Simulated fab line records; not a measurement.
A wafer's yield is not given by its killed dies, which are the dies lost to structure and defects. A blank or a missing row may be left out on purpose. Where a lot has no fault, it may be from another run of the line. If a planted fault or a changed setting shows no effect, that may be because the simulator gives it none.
Chamber matching	flow n5Finfet	N5_FIN_SAQP_PECVD_47 on pecvd-01: 3 sister chambers
The step deposits a-Si from SiH4/He, target thk 45 nm, time 36.3 s. 3 wafers are shown with their chamber, then 7 later ones without.

== WAFERS WITH THEIR CHAMBER ==
wafer	chamber	showerheadPlenumPTorr (Torr)
L087.1	2	5.71
L087.6	1	5.65
L092.5	0	5.65

== WAFERS WHOSE CHAMBER IS MISSING ==
wafer	showerheadPlenumPTorr (Torr)
L092.6	5.67
L094.1	5.70
L094.2	5.66
L094.3	5.66
L097.1	5.66
L097.5	5.65
L097.6	5.65

== EACH ONE'S CHAMBER ==
wafer	from the rows above	in truth
L092.6	can't be placed: 0 or 1 or 2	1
L094.1	2	2
L094.2	can't be placed: 0 or 1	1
L094.3	can't be placed: 0 or 1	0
L097.1	can't be placed: 0 or 1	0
L097.5	can't be placed: 0 or 1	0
L097.6	can't be placed: 0 or 1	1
Correct placement for 1 of the 7. These rows do not allow placing 6 (true chamber among the candidates in 6). Placed wrongly: 0.
How it was worked out, from the rows above alone: a wafer's distance from a chamber is the root of the sum, over the readings, of the square of ((its reading less the chamber's mean) divided by the reading's scatter). The wafer belongs to the nearest chamber; if the next one is less than 2 further off, it can't be placed. Each chamber's mean is taken over the wafers shown for it. The scatter: root of mean squared gap, hidden wafer to nearest shown wafer, with one shown wafer a chamber.
